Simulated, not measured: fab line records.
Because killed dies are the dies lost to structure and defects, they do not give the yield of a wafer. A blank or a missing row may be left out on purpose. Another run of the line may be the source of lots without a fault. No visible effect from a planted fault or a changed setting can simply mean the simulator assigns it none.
The tool behind it: which one? -- flow n5Finfet -- 11 lots with 31 wafers sampled at 5 steps, on a route of 1938 steps

WHAT THE GAUGES READ, wafer by wafer
N5_BEOL_M4_RC_MEAS_101. Usual: DIBL_N 35.8 mV/V, standard deviation 2.2; DIBL_P 35.3 mV/V, standard deviation 2.7; IOFF_N 0.16 nA/um, standard deviation 0.043; IOFF_P 0.21 nA/um, standard deviation 0.043; ION_N 676 uA/um, standard deviation 15; ION_P 463 uA/um, standard deviation 9.1; SS_N 71.4 mV/dec, standard deviation 0.77; SS_P 73.0 mV/dec, standard deviation 0.79; VT_N 250 mV, standard deviation 4; VT_P -249.8 mV, standard deviation 2.8.
lot,measured,on,DIBL_N (mV/V),DIBL_P (mV/V),IOFF_N (nA/um),IOFF_P (nA/um),ION_N (uA/um),ION_P (uA/um),SS_N (mV/dec),SS_P (mV/dec),VT_N (mV),VT_P (mV),flag
L322,day 8 08:11,prober-02,37.7 40.3 35.7,39.0 41.7 37.3,0.19 0.25 0.17,0.24 0.30 0.22,689 708 694,474 481 478,70.9 71.5 70.7,72.4 73.9 72.3,242 240 244,-246.0 -244.5 -247.6,
L323,day 8 17:34,prober-01,33.6 35.9 35.9,32.6 34.8 34.9,0.11 0.14 0.14,0.16 0.20 0.20,674 674 691,460 461 472,70.4 71.5 71.7,72.6 72.8 73.2,254 252 251,-251.9 -248.7 -249.1,
L329,day 9 21:51,prober-02,32.4 36.9,32.2 36.6,0.11 0.18,0.17 0.23,673 680,463 460,70.6 72.2,72.5 73.7,253 248,-250.5 -249.3,
L327,day 10 00:14,prober-02,37.4 38.7,36.2 38.2,0.17 0.19,0.24 0.28,681 695,474 475,71.5 72.6,73.3 73.8,251 247,-248.1 -247.4,
L331,day 10 12:14,prober-02,35.8 37.3 34.9,33.7 35.3 34.2,0.16 0.17 0.14,0.19 0.20 0.19,682 685 674,468 466 469,70.4 71.9 71.3,72.5 74.0 73.3,247 248 250,-248.5 -251.6 -251.7,
L330,day 10 15:54,prober-02,37.2 38.9 35.4,35.2 36.9 33.4,0.17 0.19 0.13,0.20 0.22 0.17,675 687 670,458 469 463,71.4 71.9 71.0,72.9 73.0 72.4,249 250 255,-251.0 -249.8 -253.7,
L332,day 11 06:15,prober-02,31.4 34.2 33.4,29.7 33.4 31.2,0.10 0.13 0.13,0.14 0.19 0.15,662 685 679,460 473 461,70.6 70.9 70.2,71.3 72.5 72.0,255 249 252,-255.3 -249.2 -253.8,
L335,day 11 22:40,prober-01,40.6 32.5 39.4,39.8 31.5 38.9,0.27 0.11 0.24,0.30 0.16 0.28,704 668 703,478 460 475,72.7 70.4 71.9,75.1 72.3 74.9,240 253 244,-246.0 -252.3 -246.3,
L336,day 12 02:11,prober-02,36.4 38.8 33.6,37.1 40.4 33.1,0.16 0.20 0.11,0.22 0.26 0.16,661 678 649,459 458 445,71.9 72.7 71.4,72.8 73.6 72.1,251 248 254,-248.0 -247.3 -253.0,
L338,day 12 03:43,prober-02,36.9 36.0 33.5,34.9 35.5 31.8,0.14 0.16 0.10,0.20 0.23 0.16,636 680 657,451 476 460,71.3 71.0 70.1,73.2 73.0 72.1,253 247 258,-249.9 -246.2 -248.2,
L339,day 12 21:17,prober-02,35.7 34.3 36.9,35.0 33.1 35.8,0.15 0.12 0.16,0.20 0.17 0.21,693 669 680,480 457 464,71.4 71.2 71.9,73.5 72.0 73.0,251 254 250,-249.1 -251.4 -249.4,

WHAT TOOL EACH LOT RAN ON (gives the tool, then ch and the chambers of the sampled wafers, and finally the start)
lot,N5_BEOL_M4_SPUTTER_48,N5_BEOL_M4_ANNEAL_80,N5_BEOL_M4_ANNEAL_82,N5_BEOL_M4_ANNEAL_89
L322,"pvdSputter-02, day 8 05:09","pvdSputter-02, day 8 05:27","pvdSputter-02, day 8 05:40","pvdSputter-02, day 8 06:07"
L323,"pvdSputter-02, day 8 14:23","pvdSputter-02, day 8 14:41","pvdSputter-02, day 8 14:55","pvdSputter-02, day 8 15:21"
L329,"pvdSputter-02, day 9 18:15","pvdSputter-02, day 9 18:33","pvdSputter-02, day 9 18:46","pvdSputter-02, day 9 19:13"
L327,"pvdSputter-01, day 9 21:22","pvdSputter-01, day 9 21:40","pvdSputter-01, day 9 21:53","pvdSputter-01, day 9 22:20"
L331,"pvdSputter-03, day 10 09:13","pvdSputter-03, day 10 09:31","pvdSputter-03, day 10 09:44","pvdSputter-03, day 10 10:11"
L330,"pvdSputter-01, day 10 12:53","pvdSputter-01, day 10 13:11","pvdSputter-01, day 10 13:25","pvdSputter-01, day 10 13:51"
L332,"pvdSputter-02, day 11 02:56","pvdSputter-02, day 11 03:14","pvdSputter-02, day 11 03:27","pvdSputter-02, day 11 03:53"
L335,"pvdSputter-03, day 11 18:53","pvdSputter-03, day 11 19:11","pvdSputter-03, day 11 19:24","pvdSputter-03, day 11 19:50"
L336,"pvdSputter-02, day 11 23:19","pvdSputter-02, day 11 23:37","pvdSputter-02, day 11 23:50","pvdSputter-02, day 12 00:17"
L338,"pvdSputter-01, day 12 00:47","pvdSputter-01, day 12 01:05","pvdSputter-01, day 12 01:18","pvdSputter-01, day 12 01:44"
L339,"pvdSputter-03, day 12 17:57","pvdSputter-03, day 12 18:15","pvdSputter-03, day 12 18:28","pvdSputter-03, day 12 18:55"
- N5_BEOL_M4_SPUTTER_48: material Cu, target thk 4.5 nm, time 8.29 s.
- N5_BEOL_M4_ANNEAL_80: time 240 s.
- N5_BEOL_M4_ANNEAL_82: time 240 s.
- N5_BEOL_M4_ANNEAL_89: time 240 s.

AS READ BY THE TOOLS THEMSELVES (means over the sampled wafers that have a number; for cases with no such wafer, the mark the record gives instead)
N5_BEOL_M4_SPUTTER_48. Usual: chamberPressurePa 0.06999 Pa, standard deviation 0.00014; throttleValvePct 30.1 %, standard deviation 0.88.
lot,tool,chamberPressurePa (Pa),throttleValvePct (%),flag
L322,pvdSputter-02,0.07002,29.5,
L323,pvdSputter-02,0.06994,30.5,
L329,pvdSputter-02,0.06992,29.4,
L327,pvdSputter-01,0.06996,30.5,
L331,pvdSputter-03,0.07004,30.4,
L330,pvdSputter-01,0.06991,30.6,
L332,pvdSputter-02,0.07016,30.0,
L335,pvdSputter-03,0.06999,30.6,
L336,pvdSputter-02,0.06996,29.7,
L338,pvdSputter-01,0.07001,29.9,
L339,pvdSputter-03,0.06994,30.4,

N5_BEOL_M4_ANNEAL_80. Usual: heaterPowerW 822 W, standard deviation 84; susceptorTempC 400.00 C, standard deviation 0.22.
lot,tool,heaterPowerW (W),susceptorTempC (C),flag
L322,pvdSputter-02,846,399.94,
L323,pvdSputter-02,850,400.05,
L329,pvdSputter-02,936,399.77,
L327,pvdSputter-01,858,400.21,
L331,pvdSputter-03,744,399.95,
L330,pvdSputter-01,847,399.96,
L332,pvdSputter-02,915,400.05,
L335,pvdSputter-03,746,399.86,
L336,pvdSputter-02,871,400.01,
L338,pvdSputter-01,830,400.03,
L339,pvdSputter-03,751,399.94,

N5_BEOL_M4_ANNEAL_82. Usual: heaterPowerW 822 W, standard deviation 83; susceptorTempC 399.99 C, standard deviation 0.22.
lot,tool,heaterPowerW (W),susceptorTempC (C),flag
L322,pvdSputter-02,845,400.14,
L323,pvdSputter-02,857,399.94,
L329,pvdSputter-02,940,399.89,
L327,pvdSputter-01,866,400.06,
L331,pvdSputter-03,751,399.99,
L330,pvdSputter-01,853,400.05,
L332,pvdSputter-02,908,399.95,
L335,pvdSputter-03,757,400.02,
L336,pvdSputter-02,873,399.86,
L338,pvdSputter-01,-,-,OFF
L339,pvdSputter-03,-,-,OFF

N5_BEOL_M4_ANNEAL_89. Usual: heaterPowerW 823 W, standard deviation 83; susceptorTempC 399.97 C, standard deviation 0.2.
lot,tool,heaterPowerW (W),susceptorTempC (C),flag
L322,pvdSputter-02,852,399.83,
L323,pvdSputter-02,835,399.83,
L329,pvdSputter-02,952,399.79,
L327,pvdSputter-01,876,399.94,
L331,pvdSputter-03,746,399.95,
L330,pvdSputter-01,859,400.11,
L332,pvdSputter-02,904,399.91,
L335,pvdSputter-03,761,400.04,
L336,pvdSputter-02,880,400.20,
L338,pvdSputter-01,826,399.82,
L339,pvdSputter-03,763,400.01,

THE ANSWER, worked out from the rows above alone
Rule: a lot is off if the mean of its wafers that have a number lies more than 3 standard deviations from the usual mean. Also off: a lot with no number at a reading for which 4 or more lots have one. Where the step has rows for the other lots, those lots are counted as sound. First the gauges in route order, then the tools' own readings, where a lot's mean is used as printed above. The first step at which some lot is off is used, and at that step the reading that is off furthest; a lot without a number counts as furthest.
Off at N5_BEOL_M4_ANNEAL_82 (heaterPowerW): L338, L339. Without a number there: L338, L339.
If a tool, at that step or one of the process steps before it, ran each lot that is off and ran no sound lot following the first of them, it fits. No candidate that was tried fits.

WHAT THE SIMULATOR PUT IN
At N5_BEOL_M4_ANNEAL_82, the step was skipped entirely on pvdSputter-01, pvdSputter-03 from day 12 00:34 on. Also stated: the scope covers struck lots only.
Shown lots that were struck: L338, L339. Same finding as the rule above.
